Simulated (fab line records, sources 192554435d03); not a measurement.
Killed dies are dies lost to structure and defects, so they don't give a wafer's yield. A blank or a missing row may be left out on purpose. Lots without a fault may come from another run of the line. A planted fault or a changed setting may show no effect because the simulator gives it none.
Chamber matching | flow n5_finfet | N5_BEOL_M7_STRIP_67 on rie_diel-06: 4 sister chambers
The step strips in CF4. 18 wafers are shown with their chamber, then 9 later ones without.

WAFERS WITH THEIR CHAMBER
wafer  | chamber | showerhead_plenum_p_Torr (Torr) | drypump_motor_current_A (A) | throttle_valve_pct (%)
L074.1 | 2       | 1.79                            | 5.8                         | 13.85
L074.2 | 1       | 1.87                            | 5.5                         | 13.88
L074.3 | 0       | 1.77                            | 4.9                         | 13.48
L074.4 | 3       | 1.75                            | 6.2                         | 13.20
L074.5 | 3       | 1.75                            | 6.3                         | 13.23
L074.6 | 2       | 1.79                            | 5.7                         | 13.84
L077.1 | 3       | 1.75                            | 6.2                         | 13.20
L077.2 | 1       | 1.87                            | 5.5                         | 13.88
L077.5 | 1       | 1.87                            | 5.5                         | 13.86
L079.2 | 2       | 1.79                            | 5.8                         | 13.86
L079.3 | 3       | 1.75                            | 6.2                         | 13.23
L079.6 | 2       | 1.79                            | 5.8                         | 13.86
L084.4 | 0       | 1.77                            | 4.9                         | 13.53
L084.5 | 3       | 1.74                            | 6.2                         | 13.23
L084.6 | 0       | 1.77                            | 4.9                         | 13.55
L086.1 | 3       | 1.74                            | 6.3                         | 13.26
L086.2 | 1       | 1.87                            | 5.5                         | 13.91
L086.6 | 0       | 1.77                            | 4.9                         | 12.98

SIGNATURES (means of the wafers above)
reading                  | chamber 0 | chamber 1 | chamber 2 | chamber 3 | scatter within a chamber
showerhead_plenum_p_Torr | 1.7700    | 1.8700    | 1.7900    | 1.7467    | 0.00309
drypump_motor_current_A  | 4.900     | 5.500     | 5.775     | 6.233     | 0.0386
throttle_valve_pct       | 13.3850   | 13.8825   | 13.8525   | 13.2250   | 0.127
Rule: a wafer's distance from a chamber is the root of the sum, over the readings, of the square of ((its reading less the chamber's mean) divided by the reading's scatter). The wafer belongs to the nearest chamber; if the next one is less than 2 further off, it can't be placed. The scatter: the root of (the sum of the squares of (reading less its chamber's mean) over the shown wafers, divided by (wafers less chambers)).

WAFERS WITHOUT THEIR CHAMBER
wafer  | showerhead_plenum_p_Torr (Torr) | drypump_motor_current_A (A) | throttle_valve_pct (%)
L089.1 | 1.78                            | 5.8                         | 13.91
L089.5 | 1.87                            | 5.5                         | 13.94
L089.6 | 1.78                            | 5.8                         | 13.92
L090.1 | 1.74                            | 6.3                         | 13.29
L090.2 | 1.76                            | 4.9                         | 13.02
L090.5 | 1.78                            | 5.8                         | 13.94
L095.2 | 1.76                            | 4.9                         | 13.04
L095.3 | 1.78                            | 5.7                         | 13.95
L095.6 | 1.76                            | 4.9                         | 13.05

WHICH CHAMBER EACH WENT THROUGH
wafer  | from the rows above | in truth
L089.1 | 2                   | 2
L089.5 | 1                   | 1
L089.6 | 2                   | 2
L090.1 | 3                   | 3
L090.2 | 0                   | 0
L090.5 | 2                   | 2
L095.2 | 0                   | 0
L095.3 | 2                   | 2
L095.6 | 0                   | 0
Placed correctly: 9 of 9. Can't be placed from these rows: 0. Placed wrongly: 0.
